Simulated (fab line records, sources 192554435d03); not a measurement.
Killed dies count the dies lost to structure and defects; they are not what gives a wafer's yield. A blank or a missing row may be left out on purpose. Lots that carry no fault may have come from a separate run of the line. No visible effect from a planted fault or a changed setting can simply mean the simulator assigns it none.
Which tool was responsible? / flow n5Finfet / Sampling: 10 lots, 27 wafers, 6 of 1938 route steps

== WHAT THE GAUGES SHOWED, per wafer ==
N5_FIN_SAQP_CD_MEAS_16: target cd 35.6 nm. Usual: 35.5 nm for cdNm, sd 0.3.
lot=L517; measured=day 2 03:31; on=cdSem-03; cdNm (nm)=35.3 34.9 35.3; flag=
lot=L518; measured=day 2 09:29; on=cdSem-01; cdNm (nm)=35.6 35.6; flag=
lot=L519; measured=day 2 16:03; on=cdSem-02; cdNm (nm)=35.9 36.0 35.6; flag=
lot=L520; measured=day 2 21:49; on=cdSem-03; cdNm (nm)=35.2 34.8 35.2; flag=
lot=L523; measured=day 3 16:38; on=cdSem-03; cdNm (nm)=35.1 35.5; flag=
lot=L524; measured=day 3 21:46; on=cdSem-03; cdNm (nm)=36.0 35.7; flag=
lot=L533; measured=day 6 03:32; on=cdSem-01; cdNm (nm)=32.7 31.9 31.9; flag=OFF
lot=L535; measured=day 6 16:17; on=cdSem-02; cdNm (nm)=32.1 32.6 32.3; flag=OFF
lot=L536; measured=day 6 21:36; on=cdSem-01; cdNm (nm)=35.1 34.6 35.2; flag=
lot=L538; measured=day 7 09:21; on=cdSem-03; cdNm (nm)=35.8 35.6 35.6; flag=

N5_FIN_SAQP_INSPECT_18: inspects for defects (brightfield). Usual: 413 for rawDefectCount, sd 96.
lot=L517; measured=day 2 03:34; on=defectInspect-01; rawDefectCount=250 360 402; flag=
lot=L518; measured=day 2 09:32; on=defectInspect-02; rawDefectCount=452 659; flag=
lot=L519; measured=day 2 16:07; on=defectInspect-01; rawDefectCount=350 410 454; flag=
lot=L520; measured=day 2 21:53; on=defectInspect-01; rawDefectCount=412 369 544; flag=
lot=L523; measured=day 3 16:42; on=defectInspect-01; rawDefectCount=537 721; flag=
lot=L524; measured=day 3 21:50; on=defectInspect-02; rawDefectCount=373 482; flag=
lot=L533; measured=day 6 03:37; on=defectInspect-01; rawDefectCount=395 388 325; flag=
lot=L535; measured=day 6 16:20; on=defectInspect-02; rawDefectCount=345 530 439; flag=
lot=L536; measured=day 6 21:40; on=defectInspect-02; rawDefectCount=435 488 510; flag=
lot=L538; measured=day 7 09:25; on=defectInspect-02; rawDefectCount=336 422 380; flag=

N5_BEOL_M4_RC_MEAS_101. Usual: DIBL_N 36.3 mV/V, standard deviation 1.6; DIBL_P 36.2 mV/V, standard deviation 2.1; IOFF_N 0.16 nA/um, standard deviation 0.031; IOFF_P 0.21 nA/um, standard deviation 0.034; ION_N 673 uA/um, standard deviation 11; ION_P 461 uA/um, standard deviation 7.4; SS_N 71.6 mV/dec, standard deviation 0.55; SS_P 73.3 mV/dec, standard deviation 0.66; VT_N 251 mV, standard deviation 3.2; VT_P -251 mV, standard deviation 3.5.
lot=L517; measured=day 7 15:59; on=prober-02; DIBL_N (mV/V)=36.3 36.8 38.4; DIBL_P (mV/V)=36.0 36.5 37.9; IOFF_N (nA/um)=0.14 0.14 0.17; IOFF_P (nA/um)=0.21 0.21 0.25; ION_N (uA/um)=683 665 676; ION_P (uA/um)=471 462 464; SS_N (mV/dec)=71.0 71.5 71.2; SS_P (mV/dec)=73.8 73.4 74.0; VT_N (mV)=254 253 250; VT_P (mV)=-254 -253 -251; flag=
lot=L518; measured=day 7 19:15; on=prober-02; DIBL_N (mV/V)=33.4 35.0; DIBL_P (mV/V)=33.4 36.1; IOFF_N (nA/um)=0.12 0.15; IOFF_P (nA/um)=0.15 0.20; ION_N (uA/um)=664 661; ION_P (uA/um)=452 453; SS_N (mV/dec)=70.8 71.6; SS_P (mV/dec)=72.9 73.3; VT_N (mV)=258 249; VT_P (mV)=-254 -251; flag=
lot=L519; measured=day 8 12:02; on=prober-01; DIBL_N (mV/V)=37.1 34.0 35.2; DIBL_P (mV/V)=37.1 33.1 35.2; IOFF_N (nA/um)=0.18 0.12 0.15; IOFF_P (nA/um)=0.21 0.16 0.18; ION_N (uA/um)=673 648 679; ION_P (uA/um)=458 447 456; SS_N (mV/dec)=72.1 71.8 72.0; SS_P (mV/dec)=74.2 72.7 73.1; VT_N (mV)=248 254 250; VT_P (mV)=-250 -255 -254; flag=
lot=L520; measured=day 8 17:03; on=prober-02; DIBL_N (mV/V)=36.0 38.8 38.9; DIBL_P (mV/V)=35.8 39.2 39.4; IOFF_N (nA/um)=0.14 0.20 0.19; IOFF_P (nA/um)=0.22 0.28 0.28; ION_N (uA/um)=661 679 675; ION_P (uA/um)=460 467 473; SS_N (mV/dec)=72.0 71.9 72.2; SS_P (mV/dec)=73.4 74.3 74.7; VT_N (mV)=255 249 248; VT_P (mV)=-250 -244 -244; flag=
lot=L523; measured=day 9 13:11; on=prober-01; DIBL_N (mV/V)=34.9 36.1; DIBL_P (mV/V)=34.1 35.5; IOFF_N (nA/um)=0.12 0.14; IOFF_P (nA/um)=0.17 0.18; ION_N (uA/um)=655 669; ION_P (uA/um)=452 454; SS_N (mV/dec)=70.8 71.9; SS_P (mV/dec)=72.7 72.6; VT_N (mV)=253 255; VT_P (mV)=-255 -254; flag=
lot=L524; measured=day 9 17:47; on=prober-01; DIBL_N (mV/V)=34.9 35.7; DIBL_P (mV/V)=32.9 33.0; IOFF_N (nA/um)=0.12 0.14; IOFF_P (nA/um)=0.18 0.19; ION_N (uA/um)=653 677; ION_P (uA/um)=457 462; SS_N (mV/dec)=71.0 70.8; SS_P (mV/dec)=73.2 72.8; VT_N (mV)=255 251; VT_P (mV)=-252 -253; flag=
lot=L533; measured=day 11 13:49; on=prober-02; DIBL_N (mV/V)=36.2 38.6 35.8; DIBL_P (mV/V)=33.6 36.5 33.4; IOFF_N (nA/um)=0.13 0.18 0.13; IOFF_P (nA/um)=0.19 0.23 0.19; ION_N (uA/um)=663 679 653; ION_P (uA/um)=451 464 456; SS_N (mV/dec)=71.1 71.7 71.4; SS_P (mV/dec)=72.5 73.8 73.3; VT_N (mV)=253 252 253; VT_P (mV)=-255 -248 -254; flag=
lot=L535; measured=day 12 04:56; on=prober-01; DIBL_N (mV/V)=36.5 36.2 35.5; DIBL_P (mV/V)=37.0 36.8 34.7; IOFF_N (nA/um)=0.16 0.15 0.13; IOFF_P (nA/um)=0.20 0.20 0.17; ION_N (uA/um)=669 665 661; ION_P (uA/um)=462 460 452; SS_N (mV/dec)=72.3 71.2 71.5; SS_P (mV/dec)=73.6 73.7 73.0; VT_N (mV)=251 251 256; VT_P (mV)=-249 -251 -253; flag=
lot=L536; measured=day 12 09:29; on=prober-01; DIBL_N (mV/V)=36.9 33.8 36.6; DIBL_P (mV/V)=37.1 33.7 37.1; IOFF_N (nA/um)=0.16 0.11 0.16; IOFF_P (nA/um)=0.18 0.13 0.17; ION_N (uA/um)=670 662 682; ION_P (uA/um)=454 446 459; SS_N (mV/dec)=71.6 70.9 71.5; SS_P (mV/dec)=73.1 72.7 73.2; VT_N (mV)=251 256 249; VT_P (mV)=-258 -262 -258; flag=
lot=L538; measured=day 13 07:39; on=prober-01; DIBL_N (mV/V)=34.2 37.2 36.9; DIBL_P (mV/V)=32.7 37.0 36.4; IOFF_N (nA/um)=0.10 0.15 0.14; IOFF_P (nA/um)=0.14 0.19 0.19; ION_N (uA/um)=656 667 666; ION_P (uA/um)=455 456 463; SS_N (mV/dec)=70.4 71.2 71.6; SS_P (mV/dec)=71.8 72.6 72.9; VT_N (mV)=257 251 252; VT_P (mV)=-254 -253 -255; flag=

== WHAT TOOL EACH LOT RAN ON (gives the tool, then ch and the chambers of the sampled wafers, and finally the start) ==
lot=L517; N5_PMOS_HMC_CHANNEL_EPI_STRIP_33=rieDiel-05 ch 0,1, day 1 23:25; N5_FIN_SAQP_ALD_61=aldSin-01 ch 1,2, day 2 02:26; N5_FIN_SAQP_PEB_14=lithoTrack-04 ch 0, day 2 03:26
lot=L518; N5_PMOS_HMC_CHANNEL_EPI_STRIP_33=rieDiel-03 ch 1, day 2 05:25; N5_FIN_SAQP_ALD_61=aldSin-01 ch 2, day 2 08:11; N5_FIN_SAQP_PEB_14=lithoTrack-03 ch 0, day 2 09:25
lot=L519; N5_PMOS_HMC_CHANNEL_EPI_STRIP_33=rieDiel-05 ch 1,2, day 2 11:41; N5_FIN_SAQP_ALD_61=aldSin-03 ch 1,2,3, day 2 14:53; N5_FIN_SAQP_PEB_14=lithoTrack-04 ch 0, day 2 15:59
lot=L520; N5_PMOS_HMC_CHANNEL_EPI_STRIP_33=rieDiel-01 ch 0,1,3, day 2 17:52; N5_FIN_SAQP_ALD_61=aldSin-04 ch 0,2, day 2 20:36; N5_FIN_SAQP_PEB_14=lithoTrack-04 ch 0, day 2 21:45
lot=L523; N5_PMOS_HMC_CHANNEL_EPI_STRIP_33=rieDiel-01 ch 0, day 3 12:28; N5_FIN_SAQP_ALD_61=aldSin-04 ch 0,1, day 3 15:20; N5_FIN_SAQP_PEB_14=lithoTrack-02 ch 0, day 3 16:34
lot=L524; N5_PMOS_HMC_CHANNEL_EPI_STRIP_33=rieDiel-01 ch 1,3, day 3 17:34; N5_FIN_SAQP_ALD_61=aldSin-04 ch 1,2, day 3 20:32; N5_FIN_SAQP_PEB_14=lithoTrack-03 ch 0, day 3 21:42
lot=L533; N5_PMOS_HMC_CHANNEL_EPI_STRIP_33=rieDiel-03 ch 0,1,3, day 5 23:25; N5_FIN_SAQP_ALD_61=aldSin-04 ch 0,2,3, day 6 02:16; N5_FIN_SAQP_PEB_14=lithoTrack-04 ch 0, day 6 03:29
lot=L535; N5_PMOS_HMC_CHANNEL_EPI_STRIP_33=rieDiel-03 ch 0,1, day 6 12:14; N5_FIN_SAQP_ALD_61=aldSin-04 ch 1,2, day 6 15:05; N5_FIN_SAQP_PEB_14=lithoTrack-04 ch 0, day 6 16:13
lot=L536; N5_PMOS_HMC_CHANNEL_EPI_STRIP_33=rieDiel-01 ch 0,1,2, day 6 17:14; N5_FIN_SAQP_ALD_61=aldSin-04 ch 1,3, day 6 20:24; N5_FIN_SAQP_PEB_14=lithoTrack-02 ch 0, day 6 21:32
lot=L538; N5_PMOS_HMC_CHANNEL_EPI_STRIP_33=rieDiel-03 ch 0,1,3, day 7 05:12; N5_FIN_SAQP_ALD_61=aldSin-01 ch 1,2,3, day 7 08:02; N5_FIN_SAQP_PEB_14=lithoTrack-03 ch 0, day 7 09:17
- N5_PMOS_HMC_CHANNEL_EPI_STRIP_33: strips in N2/H2.
- N5_FIN_SAQP_ALD_61: deposits SiO2, target thk 4 nm, pulse time 1 s, purge time 2 s.
- N5_FIN_SAQP_PEB_14: peb time 60 s.

== AS READ BY THE TOOLS THEMSELVES (means over the sampled wafers that have a number; for cases with no such wafer, the mark the record gives instead) ==
N5_PMOS_HMC_CHANNEL_EPI_STRIP_33. Usual: drypumpMotorCurrentA 5.6 A, standard deviation 0.5; oesProductAu 0.80 a.u., standard deviation 0.091; rfVppV 54.2 V, standard deviation 1.7; showerheadPlenumPTorr 3.37 Torr, standard deviation 0.11; throttleValvePct 18.9 %, standard deviation 0.45.
lot=L517; tool=rieDiel-05; drypumpMotorCurrentA (A)=5.9; oesProductAu (a.u.)=0.86; rfVppV (V)=55.2; showerheadPlenumPTorr (Torr)=3.43; throttleValvePct (%)=18.6; flag=
lot=L518; tool=rieDiel-03; drypumpMotorCurrentA (A)=6.1; oesProductAu (a.u.)=0.69; rfVppV (V)=53.2; showerheadPlenumPTorr (Torr)=3.34; throttleValvePct (%)=19.4; flag=
lot=L519; tool=rieDiel-05; drypumpMotorCurrentA (A)=6.3; oesProductAu (a.u.)=0.88; rfVppV (V)=55.1; showerheadPlenumPTorr (Torr)=3.57; throttleValvePct (%)=18.5; flag=
lot=L520; tool=rieDiel-01; drypumpMotorCurrentA (A)=5.3; oesProductAu (a.u.)=0.87; rfVppV (V)=52.5; showerheadPlenumPTorr (Torr)=3.37; throttleValvePct (%)=18.8; flag=
lot=L523; tool=rieDiel-01; drypumpMotorCurrentA (A)=4.9; oesProductAu (a.u.)=0.94; rfVppV (V)=53.7; showerheadPlenumPTorr (Torr)=3.45; throttleValvePct (%)=19.2; flag=
lot=L524; tool=rieDiel-01; drypumpMotorCurrentA (A)=5.6; oesProductAu (a.u.)=0.82; rfVppV (V)=54.4; showerheadPlenumPTorr (Torr)=3.33; throttleValvePct (%)=18.6; flag=
lot=L533; tool=rieDiel-03; drypumpMotorCurrentA (A)=5.8; oesProductAu (a.u.)=0.80; rfVppV (V)=55.1; showerheadPlenumPTorr (Torr)=3.39; throttleValvePct (%)=19.2; flag=
lot=L535; tool=rieDiel-03; drypumpMotorCurrentA (A)=6.0; oesProductAu (a.u.)=0.80; rfVppV (V)=55.3; showerheadPlenumPTorr (Torr)=3.35; throttleValvePct (%)=19.3; flag=
lot=L536; tool=rieDiel-01; drypumpMotorCurrentA (A)=5.2; oesProductAu (a.u.)=0.81; rfVppV (V)=55.2; showerheadPlenumPTorr (Torr)=3.39; throttleValvePct (%)=19.2; flag=
lot=L538; tool=rieDiel-03; drypumpMotorCurrentA (A)=5.8; oesProductAu (a.u.)=0.78; rfVppV (V)=52.8; showerheadPlenumPTorr (Torr)=3.38; throttleValvePct (%)=19.2; flag=

N5_FIN_SAQP_ALD_61. Usual: heaterPowerW 470 W, standard deviation 59; precursorPulseHeightRel 1.001, standard deviation 0.024.
lot=L517; tool=aldSin-01; heaterPowerW (W)=400; precursorPulseHeightRel=1.017; flag=
lot=L518; tool=aldSin-01; heaterPowerW (W)=375; precursorPulseHeightRel=0.972; flag=
lot=L519; tool=aldSin-03; heaterPowerW (W)=518; precursorPulseHeightRel=0.993; flag=
lot=L520; tool=aldSin-04; heaterPowerW (W)=501; precursorPulseHeightRel=0.991; flag=
lot=L523; tool=aldSin-04; heaterPowerW (W)=440; precursorPulseHeightRel=1.000; flag=
lot=L524; tool=aldSin-04; heaterPowerW (W)=446; precursorPulseHeightRel=0.970; flag=
lot=L533; tool=aldSin-04; heaterPowerW (W)=476; precursorPulseHeightRel=0.987; flag=
lot=L535; tool=aldSin-04; heaterPowerW (W)=429; precursorPulseHeightRel=1.010; flag=
lot=L536; tool=aldSin-04; heaterPowerW (W)=408; precursorPulseHeightRel=1.007; flag=
lot=L538; tool=aldSin-01; heaterPowerW (W)=411; precursorPulseHeightRel=1.012; flag=

N5_FIN_SAQP_PEB_14. Usual: 45.1 Pa for exhaustPa, sd 0.79.
lot=L517; tool=lithoTrack-04; exhaustPa (Pa)=45.6; flag=
lot=L518; tool=lithoTrack-03; exhaustPa (Pa)=46.3; flag=
lot=L519; tool=lithoTrack-04; exhaustPa (Pa)=45.1; flag=
lot=L520; tool=lithoTrack-04; exhaustPa (Pa)=45.0; flag=
lot=L523; tool=lithoTrack-02; exhaustPa (Pa)=45.9; flag=
lot=L524; tool=lithoTrack-03; exhaustPa (Pa)=45.5; flag=
lot=L533; tool=lithoTrack-04; exhaustPa (Pa)=45.3; flag=
lot=L535; tool=lithoTrack-04; exhaustPa (Pa)=46.0; flag=
lot=L536; tool=lithoTrack-02; exhaustPa (Pa)=45.5; flag=
lot=L538; tool=lithoTrack-03; exhaustPa (Pa)=44.6; flag=

== THE ANSWER, worked out from the rows above alone ==
Rule: lot off if the mean of its wafers having a number is beyond 3 standard deviations from the usual mean. Also off: a lot with no number at a reading for which 4 or more lots have one. The other lots that the step has rows for count as sound. The gauges are gone through in route order, then the tools' own readings, and for those a lot's mean is taken as printed above. At the first step where some lot is off, the reading lying furthest off is the one used; lots without a number count as furthest.
Off at N5_FIN_SAQP_CD_MEAS_16 (cdNm): L533, L535.
If a tool, at a process step before that reading, ran all the lots that are off and no sound lot after the first of them, it fits. Those tools and the gauges at N5_FIN_SAQP_CD_MEAS_16 are tried in the same way. One candidate fits, namely lithoTrack-04 at N5_FIN_SAQP_PEB_14. A fault onset in the window from L520 (day 2 21:45, its last sound lot) to L533 (day 6 03:29, its first lot off) fits.

== WHAT WAS PUT IN BY THE SIMULATOR ==
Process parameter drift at N5_FIN_SAQP_PEB_14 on lithoTrack-04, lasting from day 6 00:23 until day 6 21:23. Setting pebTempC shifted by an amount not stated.
Shown lots that were struck: L533, L535. The rule above reached the same finding.
